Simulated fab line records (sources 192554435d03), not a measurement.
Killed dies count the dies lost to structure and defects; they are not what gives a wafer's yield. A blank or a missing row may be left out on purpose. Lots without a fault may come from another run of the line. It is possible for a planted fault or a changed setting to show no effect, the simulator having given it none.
Which tool is to blame? + flow n5Finfet + 30 wafers from 10 lots sampled at 3 of the route's 1938 steps

== WHAT THE GAUGES SHOWED, per wafer ==
N5_BEOL_M5_CD_MEAS_11: target cd 27.74 nm.
| lot  | measured     | on       | cdNm (nm)         |
|------|--------------|----------|-------------------|
| L648 | day 8 13:25  | cdSem-01 | 28.11 28.33 28.34 |
| L649 | day 9 00:34  | cdSem-02 | 27.55 27.97 28.05 |
| L651 | day 9 08:23  | cdSem-02 | 28.33 27.98 27.79 |
| L652 | day 10 01:55 | cdSem-01 | 28.50 28.30 28.10 |
| L653 | day 10 04:55 | cdSem-01 | 28.11 27.64 27.53 |
| L657 | day 10 21:50 | cdSem-02 | 28.00 28.61 28.10 |
| L662 | day 12 07:20 | cdSem-03 | 27.86 28.00 28.09 |
| L667 | day 13 23:22 | cdSem-01 | 27.86 27.89 27.56 |
| L669 | day 14 02:15 | cdSem-02 | 27.69 27.97 27.73 |
| L665 | day 14 05:16 | cdSem-03 | 27.65 27.70 28.40 |

== EACH LOT AND THE TOOL THAT RAN IT (in order: tool; ch and the chambers of the sampled wafers; start) ==
| lot  | N5_BEOL_M4_SPUTTER_94       | N5_BEOL_M4_CMP_52             |
|------|-----------------------------|-------------------------------|
| L648 | pvdSputter-02, day 8 09:17  | cmp-02 ch 1,3, day 8 10:02    |
| L649 | pvdSputter-02, day 8 19:07  | cmp-01 ch 1,2,3, day 8 19:55  |
| L651 | pvdSputter-02, day 9 04:14  | cmp-04 ch 1,2,3, day 9 05:31  |
| L652 | pvdSputter-02, day 9 21:47  | cmp-04 ch 1,2, day 9 22:34    |
| L653 | pvdSputter-02, day 10 00:22 | cmp-02 ch 0,1,2, day 10 01:08 |
| L657 | pvdSputter-02, day 10 17:15 | cmp-04 ch 0,1, day 10 18:01   |
| L662 | pvdSputter-03, day 12 02:36 | cmp-01 ch 0,3, day 12 03:19   |
| L667 | pvdSputter-02, day 13 19:11 | cmp-02 ch 1,2,3, day 13 20:22 |
| L669 | pvdSputter-01, day 13 22:14 | cmp-04 ch 1,2,3, day 13 23:01 |
| L665 | pvdSputter-03, day 13 22:30 | cmp-02 ch 1,2, day 13 23:13   |
- N5_BEOL_M4_SPUTTER_94: material Cu, target thk 4.5 nm, time 8.29 s.
- N5_BEOL_M4_CMP_52: polishes, stops on SiOC, t overpolish 6.8 s, target thk 40 nm.

== THE ANSWER, worked out from the rows above alone ==
Rule: what is usual is taken from the lots themselves. Put in order of their means at a reading, lots are off if they are a third of the lots or fewer, leave a main group of 4 or more, and stand apart from it by a gap of 3 or more times the standard deviation of the main group's means; of several such gaps the widest counts. A main group whose means are all the same, to the digits that the tables above print for the reading, isn't used. A lot without any number at a reading at which 4 lots or more have one is off too. All remaining lots with rows at the step are treated as sound.
Nothing can be told from this: no lot is off at any reading shown.

== WHAT WAS PUT IN BY THE SIMULATOR ==
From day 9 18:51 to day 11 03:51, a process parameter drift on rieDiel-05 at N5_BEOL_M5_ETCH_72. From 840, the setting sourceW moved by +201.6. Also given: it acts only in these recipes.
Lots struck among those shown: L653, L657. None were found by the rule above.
